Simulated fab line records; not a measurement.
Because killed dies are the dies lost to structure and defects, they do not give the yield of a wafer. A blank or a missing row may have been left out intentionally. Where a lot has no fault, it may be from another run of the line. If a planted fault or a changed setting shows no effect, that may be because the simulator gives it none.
Which tool was responsible? || flow n5Finfet || Sampling: 10 lots, 30 wafers, 5 of 1938 route steps

## WHAT EACH GAUGE READ, for each wafer
N5_BEOL_M4_RC_MEAS_101. Usual: DIBL_N 36.0 mV/V, standard deviation 1.7; DIBL_P 35.8 mV/V, standard deviation 2; IOFF_N 0.15 nA/um, standard deviation 0.03; IOFF_P 0.20 nA/um, standard deviation 0.037; ION_N 670 uA/um, standard deviation 12; ION_P 460 uA/um, standard deviation 7.2; SS_N 71.5 mV/dec, standard deviation 0.68; SS_P 73.2 mV/dec, standard deviation 0.65; VT_N 250 mV, standard deviation 3.1; VT_P -251 mV, standard deviation 3.4.
{"lot": "L630", "measured": "day 8 07:37", "on": "prober-01", "DIBL_N (mV/V)": "36.4 34.2 34.7", "DIBL_P (mV/V)": "35.4 31.6 32.5", "IOFF_N (nA/um)": "0.16 0.11 0.13", "IOFF_P (nA/um)": "0.20 0.16 0.16", "ION_N (uA/um)": "664 655 662", "ION_P (uA/um)": "456 455 454", "SS_N (mV/dec)": "71.6 70.5 71.2", "SS_P (mV/dec)": "73.0 72.0 72.5", "VT_N (mV)": "250 256 253", "VT_P (mV)": "-251 -256 -257", "flag": ""}
{"lot": "L631", "measured": "day 8 12:48", "on": "prober-01", "DIBL_N (mV/V)": "34.3 35.8 36.6", "DIBL_P (mV/V)": "33.3 34.4 34.3", "IOFF_N (nA/um)": "0.12 0.15 0.15", "IOFF_P (nA/um)": "0.16 0.17 0.16", "ION_N (uA/um)": "668 677 646", "ION_P (uA/um)": "456 457 440", "SS_N (mV/dec)": "71.9 72.1 72.3", "SS_P (mV/dec)": "72.0 72.7 72.8", "VT_N (mV)": "251 247 252", "VT_P (mV)": "-252 -253 -253", "flag": ""}
{"lot": "L635", "measured": "day 9 08:45", "on": "prober-01", "DIBL_N (mV/V)": "36.3 34.4 39.2", "DIBL_P (mV/V)": "37.4 36.1 40.2", "IOFF_N (nA/um)": "0.15 0.13 0.20", "IOFF_P (nA/um)": "0.21 0.18 0.27", "ION_N (uA/um)": "654 663 669", "ION_P (uA/um)": "448 460 455", "SS_N (mV/dec)": "70.6 71.2 73.0", "SS_P (mV/dec)": "73.9 73.1 74.0", "VT_N (mV)": "248 252 246", "VT_P (mV)": "-252 -251 -251", "flag": ""}
{"lot": "L636", "measured": "day 9 17:07", "on": "prober-01", "DIBL_N (mV/V)": "35.7 35.9 37.4", "DIBL_P (mV/V)": "36.3 36.5 38.2", "IOFF_N (nA/um)": "0.16 0.15 0.19", "IOFF_P (nA/um)": "0.19 0.20 0.23", "ION_N (uA/um)": "681 674 689", "ION_P (uA/um)": "459 467 471", "SS_N (mV/dec)": "71.7 72.2 73.0", "SS_P (mV/dec)": "72.8 74.3 73.7", "VT_N (mV)": "247 252 248", "VT_P (mV)": "-252 -252 -251", "flag": ""}
{"lot": "L640", "measured": "day 11 03:55", "on": "prober-01", "DIBL_N (mV/V)": "36.8 37.1 38.4", "DIBL_P (mV/V)": "34.2 35.8 37.2", "IOFF_N (nA/um)": "0.14 0.15 0.17", "IOFF_P (nA/um)": "0.19 0.21 0.24", "ION_N (uA/um)": "658 674 674", "ION_P (uA/um)": "453 468 468", "SS_N (mV/dec)": "71.7 72.0 71.9", "SS_P (mV/dec)": "73.1 72.4 74.4", "VT_N (mV)": "256 251 250", "VT_P (mV)": "-252 -251 -248", "flag": ""}
{"lot": "L642", "measured": "day 11 15:01", "on": "prober-01", "DIBL_N (mV/V)": "36.2 35.2 35.0", "DIBL_P (mV/V)": "35.7 35.6 34.7", "IOFF_N (nA/um)": "0.14 0.14 0.12", "IOFF_P (nA/um)": "0.19 0.20 0.18", "ION_N (uA/um)": "658 684 655", "ION_P (uA/um)": "453 470 460", "SS_N (mV/dec)": "71.2 71.1 70.1", "SS_P (mV/dec)": "72.7 73.4 72.7", "VT_N (mV)": "252 250 254", "VT_P (mV)": "-252 -250 -251", "flag": ""}
{"lot": "L643", "measured": "day 11 21:53", "on": "prober-02", "DIBL_N (mV/V)": "34.5 37.2 37.5", "DIBL_P (mV/V)": "34.6 37.2 38.0", "IOFF_N (nA/um)": "0.12 0.16 0.16", "IOFF_P (nA/um)": "0.16 0.19 0.20", "ION_N (uA/um)": "667 676 672", "ION_P (uA/um)": "455 457 460", "SS_N (mV/dec)": "71.1 71.5 72.1", "SS_P (mV/dec)": "72.6 72.8 73.8", "VT_N (mV)": "252 250 252", "VT_P (mV)": "-255 -254 -253", "flag": ""}
{"lot": "L648", "measured": "day 13 02:10", "on": "prober-01", "DIBL_N (mV/V)": "35.0 36.0 36.9", "DIBL_P (mV/V)": "35.2 35.9 37.6", "IOFF_N (nA/um)": "0.14 0.16 0.17", "IOFF_P (nA/um)": "0.21 0.21 0.24", "ION_N (uA/um)": "677 683 690", "ION_P (uA/um)": "466 461 470", "SS_N (mV/dec)": "70.9 71.0 71.8", "SS_P (mV/dec)": "73.5 73.1 73.5", "VT_N (mV)": "249 250 250", "VT_P (mV)": "-249 -250 -246", "flag": ""}
{"lot": "L650", "measured": "day 13 10:17", "on": "prober-01", "DIBL_N (mV/V)": "37.4 35.4 34.9", "DIBL_P (mV/V)": "37.8 36.2 35.6", "IOFF_N (nA/um)": "0.17 0.14 0.13", "IOFF_P (nA/um)": "0.21 0.18 0.17", "ION_N (uA/um)": "682 659 657", "ION_P (uA/um)": "463 457 461", "SS_N (mV/dec)": "72.0 71.1 71.0", "SS_P (mV/dec)": "74.5 73.8 73.4", "VT_N (mV)": "251 254 253", "VT_P (mV)": "-251 -253 -256", "flag": ""}
{"lot": "L652", "measured": "day 14 05:07", "on": "prober-02", "DIBL_N (mV/V)": "36.1 32.9 36.1", "DIBL_P (mV/V)": "37.4 33.9 37.3", "IOFF_N (nA/um)": "0.16 0.12 0.16", "IOFF_P (nA/um)": "0.21 0.17 0.20", "ION_N (uA/um)": "685 672 681", "ION_P (uA/um)": "467 457 460", "SS_N (mV/dec)": "71.8 70.4 71.1", "SS_P (mV/dec)": "73.0 72.3 73.9", "VT_N (mV)": "251 252 249", "VT_P (mV)": "-252 -252 -253", "flag": ""}

## WHICH TOOL RAN EACH LOT (tool, then ch and the chambers of the sampled wafers, then the start)
{"lot": "L630", "N5_HKMG_FIN_STRIP_88": "plasmaAsher-02 ch 0,1, day 4 10:50", "N5_HKMG_FIN_NWFM_ALD_20": "aldMetal-03 ch 1,2,3, day 4 11:13", "N5_HKMG_FIN_STRIP_69": "plasmaAsher-01 ch 0,1, day 4 12:01", "N5_HKMG_FIN_CMP_94": "cmp-01 ch 1,2, day 4 13:27"}
{"lot": "L631", "N5_HKMG_FIN_STRIP_88": "plasmaAsher-02 ch 0,1, day 4 18:53", "N5_HKMG_FIN_NWFM_ALD_20": "aldMetal-01 ch 0,3, day 4 19:09", "N5_HKMG_FIN_STRIP_69": "plasmaAsher-01 ch 0,1, day 4 20:10", "N5_HKMG_FIN_CMP_94": "cmp-03 ch 1,2,3, day 4 21:40"}
{"lot": "L635", "N5_HKMG_FIN_STRIP_88": "plasmaAsher-01 ch 0,1, day 5 21:08", "N5_HKMG_FIN_NWFM_ALD_20": "aldMetal-01 ch 0,1,3, day 5 21:31", "N5_HKMG_FIN_STRIP_69": "plasmaAsher-01 ch 0,1, day 5 22:26", "N5_HKMG_FIN_CMP_94": "cmp-01 ch 0,1,2, day 5 23:50"}
{"lot": "L636", "N5_HKMG_FIN_STRIP_88": "plasmaAsher-02 ch 0,1, day 6 00:41", "N5_HKMG_FIN_NWFM_ALD_20": "aldMetal-01 ch 0,2,3, day 6 01:04", "N5_HKMG_FIN_STRIP_69": "plasmaAsher-02 ch 0,1, day 6 01:52", "N5_HKMG_FIN_CMP_94": "cmp-01 ch 0,1, day 6 03:18"}
{"lot": "L640", "N5_HKMG_FIN_STRIP_88": "plasmaAsher-01 ch 0,1, day 7 00:06", "N5_HKMG_FIN_NWFM_ALD_20": "aldMetal-01 ch 0,3, day 7 00:22", "N5_HKMG_FIN_STRIP_69": "plasmaAsher-02 ch 0,1, day 7 01:20", "N5_HKMG_FIN_CMP_94": "cmp-01 ch 0,1,2, day 7 02:41"}
{"lot": "L642", "N5_HKMG_FIN_STRIP_88": "plasmaAsher-01 ch 0,1, day 7 13:52", "N5_HKMG_FIN_NWFM_ALD_20": "aldMetal-01 ch 0,2, day 7 14:15", "N5_HKMG_FIN_STRIP_69": "plasmaAsher-02 ch 0,1, day 7 15:03", "N5_HKMG_FIN_CMP_94": "cmp-02 ch 1,3, day 7 16:38"}
{"lot": "L643", "N5_HKMG_FIN_STRIP_88": "plasmaAsher-01 ch 0,1, day 7 21:13", "N5_HKMG_FIN_NWFM_ALD_20": "aldMetal-01 ch 0,2,3, day 7 21:37", "N5_HKMG_FIN_STRIP_69": "plasmaAsher-01 ch 0,1, day 7 22:33", "N5_HKMG_FIN_CMP_94": "cmp-01 ch 0,1,3, day 7 23:56"}
{"lot": "L648", "N5_HKMG_FIN_STRIP_88": "plasmaAsher-02 ch 0,1, day 9 00:43", "N5_HKMG_FIN_NWFM_ALD_20": "aldMetal-01 ch 0,1,3, day 9 00:58", "N5_HKMG_FIN_STRIP_69": "plasmaAsher-02 ch 0,1, day 9 01:57", "N5_HKMG_FIN_CMP_94": "cmp-03 ch 0,2,3, day 9 03:19"}
{"lot": "L650", "N5_HKMG_FIN_STRIP_88": "plasmaAsher-01 ch 0,1, day 9 13:13", "N5_HKMG_FIN_NWFM_ALD_20": "aldMetal-03 ch 0,3, day 9 13:29", "N5_HKMG_FIN_STRIP_69": "plasmaAsher-02 ch 0,1, day 9 14:26", "N5_HKMG_FIN_CMP_94": "cmp-02 ch 0,3, day 9 16:07"}
{"lot": "L652", "N5_HKMG_FIN_STRIP_88": "plasmaAsher-01 ch 0,1, day 9 23:58", "N5_HKMG_FIN_NWFM_ALD_20": "aldMetal-04 ch 0,1,2, day 10 00:20", "N5_HKMG_FIN_STRIP_69": "plasmaAsher-02 ch 0,1, day 10 01:08", "N5_HKMG_FIN_CMP_94": "cmp-03 ch 0,3, day 10 02:35"}
- N5_HKMG_FIN_STRIP_88: strips in N2/H2, time 360 s.
- N5_HKMG_FIN_NWFM_ALD_20: deposits TiAlC, target thk 2 nm, pulse time 3 s, purge time 2 s.
- N5_HKMG_FIN_STRIP_69: strips in N2/H2, time 360 s.
- N5_HKMG_FIN_CMP_94: polishes, stops on SiNx, t overpolish 4.7 s, target thk 43.299 nm.

## AS READ BY THE TOOLS THEMSELVES (means over the sampled wafers that have a number; for cases with no such wafer, the mark the record gives instead)
N5_HKMG_FIN_STRIP_88. Usual: drypumpMotorCurrentA 5.69 A, standard deviation 0.22; heaterPowerW 475 W, standard deviation 73; n2FlowSccm 1750 sccm, standard deviation 4.8.
{"lot": "L630", "tool": "plasmaAsher-02", "drypumpMotorCurrentA (A)": 5.84, "heaterPowerW (W)": 541, "n2FlowSccm (sccm)": 1749, "flag": ""}
{"lot": "L631", "tool": "plasmaAsher-02", "drypumpMotorCurrentA (A)": 5.63, "heaterPowerW (W)": 504, "n2FlowSccm (sccm)": 1745, "flag": ""}
{"lot": "L635", "tool": "plasmaAsher-01", "drypumpMotorCurrentA (A)": 5.67, "heaterPowerW (W)": 420, "n2FlowSccm (sccm)": 1747, "flag": ""}
{"lot": "L636", "tool": "plasmaAsher-02", "drypumpMotorCurrentA (A)": 5.66, "heaterPowerW (W)": 501, "n2FlowSccm (sccm)": 1751, "flag": ""}
{"lot": "L640", "tool": "plasmaAsher-01", "drypumpMotorCurrentA (A)": 5.59, "heaterPowerW (W)": 427, "n2FlowSccm (sccm)": 1750, "flag": ""}
{"lot": "L642", "tool": "plasmaAsher-01", "drypumpMotorCurrentA (A)": 5.68, "heaterPowerW (W)": 417, "n2FlowSccm (sccm)": 1755, "flag": ""}
{"lot": "L643", "tool": "plasmaAsher-01", "drypumpMotorCurrentA (A)": 5.60, "heaterPowerW (W)": 424, "n2FlowSccm (sccm)": 1750, "flag": ""}
{"lot": "L648", "tool": "plasmaAsher-02", "drypumpMotorCurrentA (A)": 5.84, "heaterPowerW (W)": 548, "n2FlowSccm (sccm)": 1750, "flag": ""}
{"lot": "L650", "tool": "plasmaAsher-01", "drypumpMotorCurrentA (A)": 5.68, "heaterPowerW (W)": 416, "n2FlowSccm (sccm)": 1746, "flag": ""}
{"lot": "L652", "tool": "plasmaAsher-01", "drypumpMotorCurrentA (A)": 5.58, "heaterPowerW (W)": 425, "n2FlowSccm (sccm)": 1753, "flag": ""}

N5_HKMG_FIN_NWFM_ALD_20. Usual: chamberPressureTorr 2.999 Torr, standard deviation 0.0066; heaterPowerW 497 W, standard deviation 57; precursorPulseHeightRel 1.001, standard deviation 0.019.
{"lot": "L630", "tool": "aldMetal-03", "chamberPressureTorr (Torr)": 3.000, "heaterPowerW (W)": 503, "precursorPulseHeightRel": 1.007, "flag": ""}
{"lot": "L631", "tool": "aldMetal-01", "chamberPressureTorr (Torr)": 2.994, "heaterPowerW (W)": 506, "precursorPulseHeightRel": 0.985, "flag": ""}
{"lot": "L635", "tool": "aldMetal-01", "chamberPressureTorr (Torr)": 2.997, "heaterPowerW (W)": 468, "precursorPulseHeightRel": 1.011, "flag": ""}
{"lot": "L636", "tool": "aldMetal-01", "chamberPressureTorr (Torr)": 2.998, "heaterPowerW (W)": 483, "precursorPulseHeightRel": 1.008, "flag": ""}
{"lot": "L640", "tool": "aldMetal-01", "chamberPressureTorr (Torr)": 2.996, "heaterPowerW (W)": 504, "precursorPulseHeightRel": 1.004, "flag": ""}
{"lot": "L642", "tool": "aldMetal-01", "chamberPressureTorr (Torr)": 3.006, "heaterPowerW (W)": 512, "precursorPulseHeightRel": 1.013, "flag": ""}
{"lot": "L643", "tool": "aldMetal-01", "chamberPressureTorr (Torr)": 2.991, "heaterPowerW (W)": 482, "precursorPulseHeightRel": 0.993, "flag": ""}
{"lot": "L648", "tool": "aldMetal-01", "chamberPressureTorr (Torr)": 2.995, "heaterPowerW (W)": 472, "precursorPulseHeightRel": 1.002, "flag": ""}
{"lot": "L650", "tool": "aldMetal-03", "chamberPressureTorr (Torr)": 3.002, "heaterPowerW (W)": 589, "precursorPulseHeightRel": 0.977, "flag": ""}
{"lot": "L652", "tool": "aldMetal-04", "chamberPressureTorr (Torr)": 3.000, "heaterPowerW (W)": 520, "precursorPulseHeightRel": 0.987, "flag": ""}

N5_HKMG_FIN_STRIP_69. Usual: drypumpMotorCurrentA 5.67 A, standard deviation 0.2; heaterPowerW 462 W, standard deviation 67; n2FlowSccm 1751 sccm, standard deviation 5.
{"lot": "L630", "tool": "plasmaAsher-01", "drypumpMotorCurrentA (A)": 5.58, "heaterPowerW (W)": 421, "n2FlowSccm (sccm)": 1753, "flag": ""}
{"lot": "L631", "tool": "plasmaAsher-01", "drypumpMotorCurrentA (A)": 5.68, "heaterPowerW (W)": 420, "n2FlowSccm (sccm)": 1751, "flag": ""}
{"lot": "L635", "tool": "plasmaAsher-01", "drypumpMotorCurrentA (A)": 5.58, "heaterPowerW (W)": 424, "n2FlowSccm (sccm)": 1753, "flag": ""}
{"lot": "L636", "tool": "plasmaAsher-02", "drypumpMotorCurrentA (A)": 5.83, "heaterPowerW (W)": 553, "n2FlowSccm (sccm)": 1750, "flag": ""}
{"lot": "L640", "tool": "plasmaAsher-02", "drypumpMotorCurrentA (A)": 5.83, "heaterPowerW (W)": 544, "n2FlowSccm (sccm)": 1756, "flag": ""}
{"lot": "L642", "tool": "plasmaAsher-02", "drypumpMotorCurrentA (A)": 5.67, "heaterPowerW (W)": 505, "n2FlowSccm (sccm)": 1750, "flag": ""}
{"lot": "L643", "tool": "plasmaAsher-01", "drypumpMotorCurrentA (A)": 5.66, "heaterPowerW (W)": 418, "n2FlowSccm (sccm)": 1753, "flag": ""}
{"lot": "L648", "tool": "plasmaAsher-02", "drypumpMotorCurrentA (A)": 5.64, "heaterPowerW (W)": 504, "n2FlowSccm (sccm)": 1749, "flag": ""}
{"lot": "L650", "tool": "plasmaAsher-02", "drypumpMotorCurrentA (A)": 5.67, "heaterPowerW (W)": 503, "n2FlowSccm (sccm)": 1750, "flag": ""}
{"lot": "L652", "tool": "plasmaAsher-02", "drypumpMotorCurrentA (A)": 5.84, "heaterPowerW (W)": 559, "n2FlowSccm (sccm)": 1754, "flag": ""}

N5_HKMG_FIN_CMP_94. Usual: headPressurePsi 4.001 psi, standard deviation 0.0098; motorCurrentA 11.7 A, standard deviation 1.1.
{"lot": "L630", "tool": "cmp-01", "headPressurePsi (psi)": 3.996, "motorCurrentA (A)": 12.4, "flag": ""}
{"lot": "L631", "tool": "cmp-03", "headPressurePsi (psi)": 3.999, "motorCurrentA (A)": 11.3, "flag": ""}
{"lot": "L635", "tool": "cmp-01", "headPressurePsi (psi)": 4.012, "motorCurrentA (A)": 11.7, "flag": ""}
{"lot": "L636", "tool": "cmp-01", "headPressurePsi (psi)": 3.998, "motorCurrentA (A)": 12.0, "flag": ""}
{"lot": "L640", "tool": "cmp-01", "headPressurePsi (psi)": 3.825, "motorCurrentA (A)": 11.2, "flag": "OFF"}
{"lot": "L642", "tool": "cmp-02", "headPressurePsi (psi)": 4.005, "motorCurrentA (A)": 11.8, "flag": ""}
{"lot": "L643", "tool": "cmp-01", "headPressurePsi (psi)": 3.828, "motorCurrentA (A)": 10.8, "flag": "OFF"}
{"lot": "L648", "tool": "cmp-03", "headPressurePsi (psi)": 4.000, "motorCurrentA (A)": 11.1, "flag": ""}
{"lot": "L650", "tool": "cmp-02", "headPressurePsi (psi)": 3.996, "motorCurrentA (A)": 11.2, "flag": ""}
{"lot": "L652", "tool": "cmp-03", "headPressurePsi (psi)": 4.012, "motorCurrentA (A)": 11.2, "flag": ""}

## THE ANSWER, worked out from the rows above alone
Rule: lot off if the mean of its wafers having a number is beyond 3 standard deviations from the usual mean. Also off: a lot with no number at a reading for which 4 or more lots have one. Where the step has rows for the other lots, those lots are counted as sound. First the gauges in route order, then the tools' own readings, where a lot's mean is used as printed above. At the first step where some lot is off, the reading lying furthest off is the one used; lots without a number count as furthest.
Off at N5_HKMG_FIN_CMP_94 (headPressurePsi): L640, L643.
A tool fits if, at that step or a process step before it, it ran every lot that is off, and no sound lot after the first of them. One fits: N5_HKMG_FIN_CMP_94 on cmp-01. Its last sound lot is L636 (day 6 03:18), its first lot that is off L640 (day 7 02:41): a fault that began between those two fits.
The tool's own readings at N5_HKMG_FIN_CMP_94 bear it out: on the lots that are off they differ by more than 5 times the standard deviation of the sound lots' means. headPressurePsi reads 3.827 psi there against 4.002 psi on the sound lots.

## WHAT THE SIMULATOR HAD PUT IN
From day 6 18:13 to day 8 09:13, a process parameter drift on cmp-01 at N5_HKMG_FIN_CMP_94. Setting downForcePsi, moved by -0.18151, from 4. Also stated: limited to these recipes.
Shown lots that were struck: L640, L643. The rule given above showed the same thing.
